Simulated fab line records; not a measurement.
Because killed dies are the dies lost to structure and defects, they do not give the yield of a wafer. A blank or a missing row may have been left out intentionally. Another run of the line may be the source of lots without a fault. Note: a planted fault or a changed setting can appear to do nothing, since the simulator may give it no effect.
A lot that was struck, set against a sound lot	flow n5Finfet	17 out of 1938 route steps
Sound: wafers L792.1, L792.4, L792.5. Struck: wafers L795.1, L795.4 (left out: L795.3, a lot-mate that was not struck); the cause follows at the end.
Order at every step that has rows: each side's tool, ch and its chambers, its first start. Under that, the readings that differ: sound wafers	struck wafers	difference of the means	sigmas: that difference in standard deviations of wafers without a fault.
alike: a reading whose means differ by less than 2 such deviations, as well as words and numbers matching on both sides. not compared: withheld readings; readings where some wafer has no value; bounds like >300 that might hide an equal value; numbers whose values overlap and for which the record gives no deviation.
A row with sigmas, a row that says differs or no value, or rows on one side alone: a step with any of these is where the two part. When numbers do not overlap yet have no deviation, they are printed without sigmas and do not part them. A reading missing from all wafers of one side parts the sides only when that side holds two or more wafers.

first, 4 steps without rows for these wafers: N5_BEOL_M6_HM_STRIP_39 (strips TiN in peroxide tin strip, target depth 25 nm, time 158 s); N5_BEOL_M6_SRD_40 (time 30 s); N5_BEOL_M6_PRECLEAN_42 (cleans in residue remover, time 60 s); N5_BEOL_M6_SRD_43 (time 30 s).
N5_BEOL_M6_CD_MEAS_35: target cd 40 nm, target cd y 28 nm.
  sound on cdSem-02, day 10 22:49; struck on cdSem-02, day 11 07:00
  alike: cdNm
N5_BEOL_M6_CURE_75: cures SiCOH lowk, time 120 s.
  sound on uvCure-01 ch 1, day 10 23:04; struck on uvCure-02 ch 0, day 11 07:03
  alike: lampPowerPct, wafer_temp_C_max
N5_BEOL_M6_DEGAS_44: time 60 s.
  sound on pvdSputter-03, day 10 23:31; struck on pvdSputter-02, day 11 07:55
  alike: heaterPowerW
N5_BEOL_M6_PRE_CLEAN_45: time 30 s.
  sound on pvdSputter-03, day 10 23:34; struck on pvdSputter-02, day 11 07:58
  alike: heaterPowerW
then, 3 steps without rows for these wafers: N5_BEOL_M6_ALD_77 (deposits TaN, target thk 2 nm, pulse time 2 s, purge time 3 s); N5_BEOL_M6_SURFACE_TREAT_79; N5_BEOL_M6_CVD_78 (deposits Co from CCTBA/H2, target thk 2 nm, time 142.3 s).
N5_BEOL_M6_SPUTTER_48: material Cu, target thk 10 nm, time 1.667 s.
  sound on pvdSputter-03, day 11 00:06; struck on pvdSputter-02, day 11 08:32
  alike: substrateTempC, throttleValvePct
N5_BEOL_M6_ECD_50: material Cu, target thk 300 nm.
  sound on ecdCu-02 ch 0, day 11 00:13; struck on ecdCu-02 ch 0,1, day 11 08:40
reading	sound	struck	difference	sigmas
model.Cu_of_BEOL_M6_ECD_50.thkNm (nm)	298.4 297.2 299.2	581.4 575.8	+280.3	
N5_BEOL_M6_ANNEAL_51: time 90 s.
  sound on rtpAnneal-01 ch 0, day 11 00:19; struck on rtpAnneal-01 ch 0, day 11 08:45
  alike: annealTempC, wafer_temp_C_max
N5_BEOL_M6_CMP_52: polishes, stops on SiCOH lowk, t overpolish 6.9 s, target thk 80 nm.
  sound on cmp-02 ch 0,3, day 11 00:40; struck on cmp-04 ch 1,2, day 11 09:03
reading	sound	struck	difference	sigmas
timeToEndpointS (s)	61.0 60.1 57.9	120.8 119.4	+60.4	+21
  alike: motorCurrentA
  not compared: padLifeWafers
N5_BEOL_M6_THK_MEAS_53: measures by xrf.
  sound on filmMetro-02, day 11 00:55; struck on filmMetro-01, day 11 09:20
  alike: M6_THK
N5_PASSIVATION_PROBE_49:
  sound wafers here have rows in the record (prober-02, day 14 11:47); struck ones have none

== WHERE THEY PART ==
Earliest at N5_BEOL_M6_CMP_52; latest, in this record, at N5_PASSIVATION_PROBE_49.

WHY: the cause the simulator had injected
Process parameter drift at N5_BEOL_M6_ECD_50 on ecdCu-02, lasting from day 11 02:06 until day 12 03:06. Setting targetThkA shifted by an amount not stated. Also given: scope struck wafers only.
